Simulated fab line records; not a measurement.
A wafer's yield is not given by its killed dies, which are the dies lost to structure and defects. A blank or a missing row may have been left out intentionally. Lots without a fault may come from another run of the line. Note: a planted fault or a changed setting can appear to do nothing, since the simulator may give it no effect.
Chamber matching    flow n5-finfet    4 sister chambers for N5_BEOL_M9_DESCUM_16 on rie-diel-02
The step chemistry O2, time 7.9 s. 18 wafers are shown with their chamber, then 9 later ones without.

EACH WAFER AND ITS CHAMBER
wafer   chamber  showerhead-plenum-p-Torr (Torr)  drypump-motor-current-A (A)  throttle-valve-pct (%)
L075.2  3        2.09                             5.5                          20.55
L075.3  2        2.05                             5.7                          20.24
L075.5  3        2.09                             5.4                          20.53
L079.2  1        2.05                             5.2                          20.09
L079.3  3        2.09                             5.4                          20.56
L079.4  2        2.04                             5.8                          20.24
L080.2  0        1.92                             5.0                          20.59
L080.4  2        2.04                             5.8                          20.26
L080.5  3        2.09                             5.4                          20.56
L081.2  1        2.05                             5.2                          20.08
L081.5  0        1.92                             5.0                          20.62
L081.6  3        2.09                             5.4                          20.56
L083.4  1        2.04                             5.2                          20.09
L083.5  0        1.92                             5.0                          20.61
L083.6  3        2.09                             5.4                          20.57
L090.1  3        2.08                             5.5                          20.59
L090.2  2        2.04                             5.7                          20.03
L090.3  1        2.04                             5.2                          20.13

SIGNATURES (averages over the wafers above)
reading                   chamber 0  chamber 1  chamber 2  chamber 3  scatter within a chamber
showerhead-plenum-p-Torr  1.9200     2.0450     2.0425     2.0886     0.00432
drypump-motor-current-A   5.000      5.200      5.750      5.429      0.0416
throttle-valve-pct        20.6067    20.0975    20.1925    20.5600    0.0531
Rule: for each reading, subtract the chamber's mean from the wafer's reading, divide by that reading's scatter and square the result; add these up over the readings and take the root, which gives the wafer's distance from the chamber. If the next closest chamber is less than 2 further off than the closest, the wafer can't be placed; otherwise it belongs to the closest. The scatter: take each reading less its chamber's mean, square it, sum over the shown wafers, divide by the number of wafers less the number of chambers, and take the root.

WAFERS WHOSE CHAMBER IS MISSING
wafer   showerhead-plenum-p-Torr (Torr)  drypump-motor-current-A (A)  throttle-valve-pct (%)
L093.1  2.04                             5.2                          20.10
L093.4  1.91                             5.0                          20.63
L093.6  2.04                             5.2                          20.14
L094.2  2.04                             5.8                          19.99
L094.3  1.91                             5.0                          20.63
L094.6  2.04                             5.2                          20.14
L097.2  2.08                             5.4                          20.61
L097.3  2.03                             5.2                          20.14
L097.5  2.08                             5.5                          20.60

CHAMBER TAKEN BY EACH
wafer   from the rows above  in truth
L093.1  1                    1
L093.4  0                    0
L093.6  1                    1
L094.2  2                    2
L094.3  0                    0
L094.6  1                    1
L097.2  3                    3
L097.3  1                    1
L097.5  3                    3
9 of 9 placed correctly. From these rows, 0 cannot be placed. Placed wrongly: 0.
